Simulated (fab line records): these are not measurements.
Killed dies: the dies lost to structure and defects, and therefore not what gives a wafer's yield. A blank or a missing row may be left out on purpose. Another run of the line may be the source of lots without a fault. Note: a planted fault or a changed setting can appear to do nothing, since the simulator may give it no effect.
Matching of chambers | flow nand harc | NHARC_HYBRID_BOND_ACTIVATE_00 on rie diel-06 has 4 sister chambers
The step chemistry N2, time 60 s. 4 wafers are shown with their chamber, then 12 later ones without.

## EACH WAFER AND ITS CHAMBER
wafer  | chamber | oes product au (a.u.)
L089.4 | 3       | 1.008
L089.5 | 0       | 1.010
L092.2 | 2       | 0.997
L092.6 | 1       | 1.001

## WAFERS MISSING THEIR CHAMBER
wafer  | oes product au (a.u.)
L093.2 | 0.993
L093.3 | 1.012
L093.4 | 0.999
L095.2 | 1.006
L095.5 | 1.002
L095.6 | 0.999
L094.4 | 0.985
L094.5 | 0.990
L094.6 | 0.996
L096.3 | 0.995
L096.4 | 0.994
L096.5 | 1.000

## WHICH CHAMBER EACH WENT THROUGH
wafer  | from the rows above               | in truth
L093.2 | can't be placed: 2 or 1           | 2
L093.3 | can't be placed: 0 or 3           | 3
L093.4 | can't be placed: 1 or 2 or 3      | 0
L095.2 | can't be placed: 3 or 0 or 1 or 2 | 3
L095.5 | can't be placed: 1 or 2 or 3 or 0 | 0
L095.6 | can't be placed: 1 or 2 or 3      | 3
L094.4 | can't be placed: 2 or 1           | 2
L094.5 | can't be placed: 2 or 1           | 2
L094.6 | can't be placed: 2 or 1           | 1
L096.3 | can't be placed: 2 or 1           | 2
L096.4 | can't be placed: 2 or 1           | 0
L096.5 | can't be placed: 1 or 2 or 3      | 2
Correct placement for 0 of the 12. Unplaceable from these rows: 12, with the true chamber sitting among the candidates in 10. 0 placed wrongly.
How it was worked out, from the rows above alone: a wafer's distance from a chamber is the root of the sum, over the readings, of the square of ((its reading less the chamber's mean) divided by the reading's scatter). The wafer belongs to the nearest chamber; if the next one is less than 2 further off, it can't be placed. A chamber's mean is the mean of its shown wafers. The scatter (one wafer shown for each chamber): square how far every hidden wafer sits from the nearest shown wafer, average those squares and take the square root.
